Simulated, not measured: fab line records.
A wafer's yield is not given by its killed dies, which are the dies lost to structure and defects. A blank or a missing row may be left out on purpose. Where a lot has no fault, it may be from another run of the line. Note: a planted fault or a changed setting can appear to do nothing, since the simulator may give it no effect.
Matching of chambers + flow n5Finfet + N5_BEOL_M14_DESCUM_15 on rieDiel-05 has 4 sister chambers
The step chemistry O2, time 7.9 s. 18 wafers are shown with their chamber, then 9 later ones without.

== WAFERS PAIRED WITH THEIR CHAMBERS ==
| wafer  | chamber | drypumpMotorCurrentA (A) | throttleValvePct (%) | showerheadPlenumPTorr (Torr) |
|--------|---------|--------------------------|----------------------|------------------------------|
| L075.2 | 3       | 5.6                      | 20.31                | 2.23                         |
| L075.4 | 1       | 5.2                      | 20.23                | 2.14                         |
| L075.6 | 0       | 6.1                      | 20.09                | 2.13                         |
| L077.1 | 2       | 6.4                      | 20.53                | 2.21                         |
| L077.2 | 3       | 5.6                      | 20.29                | 2.23                         |
| L077.6 | 2       | 6.3                      | 20.54                | 2.21                         |
| L079.1 | 3       | 5.6                      | 20.31                | 2.22                         |
| L079.2 | 2       | 6.4                      | 20.55                | 2.21                         |
| L079.3 | 1       | 5.2                      | 20.23                | 2.14                         |
| L085.1 | 0       | 6.0                      | 20.11                | 2.13                         |
| L085.2 | 1       | 5.2                      | 20.27                | 2.13                         |
| L085.6 | 1       | 5.2                      | 20.27                | 2.13                         |
| L084.1 | 2       | 6.3                      | 20.57                | 2.20                         |
| L084.3 | 0       | 6.1                      | 20.10                | 2.12                         |
| L084.4 | 3       | 5.6                      | 20.34                | 2.22                         |
| L092.1 | 2       | 6.3                      | 20.58                | 2.20                         |
| L092.2 | 1       | 5.2                      | 20.29                | 2.13                         |
| L092.3 | 3       | 5.6                      | 20.37                | 2.21                         |

SIGNATURES (means of the wafers above)
| reading               | chamber 0 | chamber 1 | chamber 2 | chamber 3 | scatter within a chamber |
|-----------------------|-----------|-----------|-----------|-----------|--------------------------|
| drypumpMotorCurrentA  | 6.067     | 5.200     | 6.340     | 5.600     | 0.0365                   |
| throttleValvePct      | 20.1000   | 20.2580   | 20.5540   | 20.3240   | 0.025                    |
| showerheadPlenumPTorr | 2.1267    | 2.1340    | 2.2060    | 2.2220    | 0.00647                  |
Rule: distance of a wafer from a chamber = root of the sum over the readings of ((wafer's reading minus chamber's mean) / reading's scatter) squared. The wafer belongs to the nearest chamber; if the next one is less than 2 further off, it can't be placed. The scatter: the root of (the sum of the squares of (reading less its chamber's mean) over the shown wafers, divided by (wafers less chambers)).

== WAFERS WHOSE CHAMBER IS MISSING ==
| wafer  | drypumpMotorCurrentA (A) | throttleValvePct (%) | showerheadPlenumPTorr (Torr) |
|--------|--------------------------|----------------------|------------------------------|
| L095.1 | 5.1                      | 20.31                | 2.12                         |
| L095.3 | 6.3                      | 20.59                | 2.19                         |
| L095.6 | 6.4                      | 20.61                | 2.19                         |
| L094.2 | 6.3                      | 20.60                | 2.19                         |
| L094.3 | 5.6                      | 20.38                | 2.21                         |
| L094.5 | 5.2                      | 20.31                | 2.12                         |
| L097.1 | 6.1                      | 19.88                | 2.12                         |
| L097.3 | 5.2                      | 20.32                | 2.12                         |
| L097.6 | 6.1                      | 19.87                | 2.12                         |

== WHICH CHAMBER EACH WENT THROUGH ==
| wafer  | from the rows above | in truth |
|--------|---------------------|----------|
| L095.1 | 1                   | 1        |
| L095.3 | 2                   | 2        |
| L095.6 | 2                   | 2        |
| L094.2 | 2                   | 2        |
| L094.3 | 3                   | 3        |
| L094.5 | 1                   | 1        |
| L097.1 | 0                   | 0        |
| L097.3 | 1                   | 1        |
| L097.6 | 0                   | 0        |
Correct placement for 9 of the 9. Number that these rows cannot place: 0. Number placed wrongly: 0.
